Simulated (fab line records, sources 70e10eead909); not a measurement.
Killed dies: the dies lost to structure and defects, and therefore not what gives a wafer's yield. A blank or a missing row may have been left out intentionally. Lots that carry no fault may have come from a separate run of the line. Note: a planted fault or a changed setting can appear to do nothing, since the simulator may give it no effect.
Chamber matching | flow nandHarc | rieDiel-10 running NHARC_P_STI_DESCUM_14: 4 sister chambers
The step chemistry O2, time 3 s. 24 wafers are shown with their chamber, then 12 later ones without.

== WAFERS WITH THEIR CHAMBER ==
wafer  | chamber | showerheadPlenumPTorr (Torr) | drypumpMotorCurrentA (A) | oesProductAu (a.u.)
L079.2 | 3       | 1.87                         | 6.2                      | 0.990
L079.4 | 3       | 1.87                         | 6.1                      | 0.993
L079.6 | 1       | 1.83                         | 5.3                      | 0.992
L081.2 | 3       | 1.87                         | 6.2                      | 1.004
L081.3 | 1       | 1.82                         | 5.3                      | 1.002
L081.5 | 3       | 1.87                         | 6.2                      | 1.000
L082.1 | 1       | 1.83                         | 5.3                      | 1.019
L082.3 | 0       | 1.96                         | 5.9                      | 1.001
L082.6 | 0       | 1.96                         | 5.9                      | 1.001
L086.2 | 2       | 1.88                         | 5.8                      | 1.001
L086.4 | 1       | 1.82                         | 5.3                      | 1.003
L086.5 | 1       | 1.82                         | 5.3                      | 1.005
L088.3 | 3       | 1.87                         | 6.2                      | 1.001
L088.4 | 1       | 1.82                         | 5.3                      | 1.007
L088.6 | 0       | 1.96                         | 5.8                      | 1.000
L089.1 | 2       | 1.88                         | 5.8                      | 1.002
L089.5 | 0       | 1.96                         | 5.9                      | 0.982
L089.6 | 1       | 1.82                         | 5.3                      | 1.006
L090.1 | 2       | 1.88                         | 5.8                      | 1.010
L090.2 | 3       | 1.87                         | 6.2                      | 0.998
L090.3 | 0       | 1.96                         | 5.9                      | 0.981
L091.3 | 0       | 1.96                         | 5.9                      | 0.991
L091.5 | 3       | 1.87                         | 6.2                      | 0.991
L091.6 | 2       | 1.88                         | 5.8                      | 1.014

SIGNATURES, as means of the wafers listed above
reading               | chamber 0 | chamber 1 | chamber 2 | chamber 3 | scatter within a chamber
showerheadPlenumPTorr | 1.9600    | 1.8229    | 1.8800    | 1.8700    | 0.00267
drypumpMotorCurrentA  | 5.883     | 5.300     | 5.800     | 6.186     | 0.0291
oesProductAu          | 0.99267   | 1.00486   | 1.00675   | 0.99671   | 0.00749
Rule: a wafer lies at a distance from a chamber equal to the root of the sum of squares, over the readings, of (its reading less the chamber's mean, divided by the reading's scatter). If the next closest chamber is less than 2 further off than the closest, the wafer can't be placed; otherwise it belongs to the closest. The scatter: take each reading less its chamber's mean, square it, sum over the shown wafers, divide by the number of wafers less the number of chambers, and take the root.

== WAFERS WITH NO CHAMBER GIVEN ==
wafer  | showerheadPlenumPTorr (Torr) | drypumpMotorCurrentA (A) | oesProductAu (a.u.)
L092.1 | 1.88                         | 5.8                      | 1.005
L092.3 | 1.82                         | 5.3                      | 1.011
L092.4 | 1.96                         | 5.9                      | 0.986
L094.1 | 1.82                         | 5.3                      | 1.011
L094.2 | 1.87                         | 6.2                      | 1.007
L094.5 | 1.88                         | 5.9                      | 1.017
L096.1 | 1.87                         | 6.1                      | 1.003
L096.3 | 1.82                         | 5.3                      | 1.007
L096.5 | 1.82                         | 5.3                      | 1.001
L097.1 | 1.87                         | 6.2                      | 1.001
L097.2 | 1.96                         | 5.9                      | 0.986
L097.3 | 1.88                         | 5.8                      | 1.012

== WHICH CHAMBER EACH WENT THROUGH ==
wafer  | from the rows above | in truth
L092.1 | 2                   | 2
L092.3 | 1                   | 1
L092.4 | 0                   | 0
L094.1 | 1                   | 1
L094.2 | 3                   | 3
L094.5 | 2                   | 2
L096.1 | 3                   | 3
L096.3 | 1                   | 1
L096.5 | 1                   | 1
L097.1 | 3                   | 3
L097.2 | 0                   | 0
L097.3 | 2                   | 2
Correct placement for 12 of the 12. Not placeable from these rows: 0. Wrongly placed: 0.
